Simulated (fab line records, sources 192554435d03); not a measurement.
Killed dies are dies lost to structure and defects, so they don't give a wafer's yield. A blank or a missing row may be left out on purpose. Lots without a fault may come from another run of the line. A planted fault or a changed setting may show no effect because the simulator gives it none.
Chamber matching | flow n5_finfet | N5_BEOL_M4_ILD_DEP_00 on pecvd-04: 3 sister chambers
The step deposits SiOC from DEMS/O2, target thk 79 nm, time 15.3 s. 5 wafers are shown with their chamber, then 8 later ones without.

WAFERS WITH THEIR CHAMBER
wafer  | chamber | throttle_valve_pct (%) | heater_power_w (W)
L085.5 | 0       | 12.2                   | 350
L094.1 | 1       | 11.2                   | 450
L094.4 | 2       | 11.9                   | 471
L094.6 | 1       | 11.1                   | 359
L092.3 | 2       | 11.8                   | 499

WAFERS WITHOUT THEIR CHAMBER
wafer  | throttle_valve_pct (%) | heater_power_w (W)
L092.5 | 12.3                   | 335
L092.6 | 11.5                   | 508
L095.1 | 11.1                   | 436
L095.3 | 11.7                   | 500
L095.4 | 11.0                   | 429
L097.1 | 11.8                   | 331
L097.5 | 11.3                   | 434
L097.6 | 12.0                   | 341

WHICH CHAMBER EACH WENT THROUGH
wafer  | from the rows above     | in truth
L092.5 | 0                       | 0
L092.6 | can't be placed: 2 or 1 | 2
L095.1 | 1                       | 1
L095.3 | 2                       | 2
L095.4 | 1                       | 1
L097.1 | 2                       | 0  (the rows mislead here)
L097.5 | 1                       | 1
L097.6 | can't be placed: 0 or 2 | 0
Placed correctly: 5 of 8. Can't be placed from these rows: 2 (the true chamber is among the candidates in 2). Placed wrongly: 1.
How it was worked out, from the rows above alone: a wafer's distance from a chamber is the root of the sum, over the readings, of the square of ((its reading less the chamber's mean) divided by the reading's scatter). The wafer belongs to the nearest chamber; if the next one is less than 2 further off, it can't be placed. A chamber's mean is the mean of its shown wafers. The scatter: the root of (the sum of the squares of (reading less its chamber's mean) over the shown wafers, divided by (wafers less chambers)).
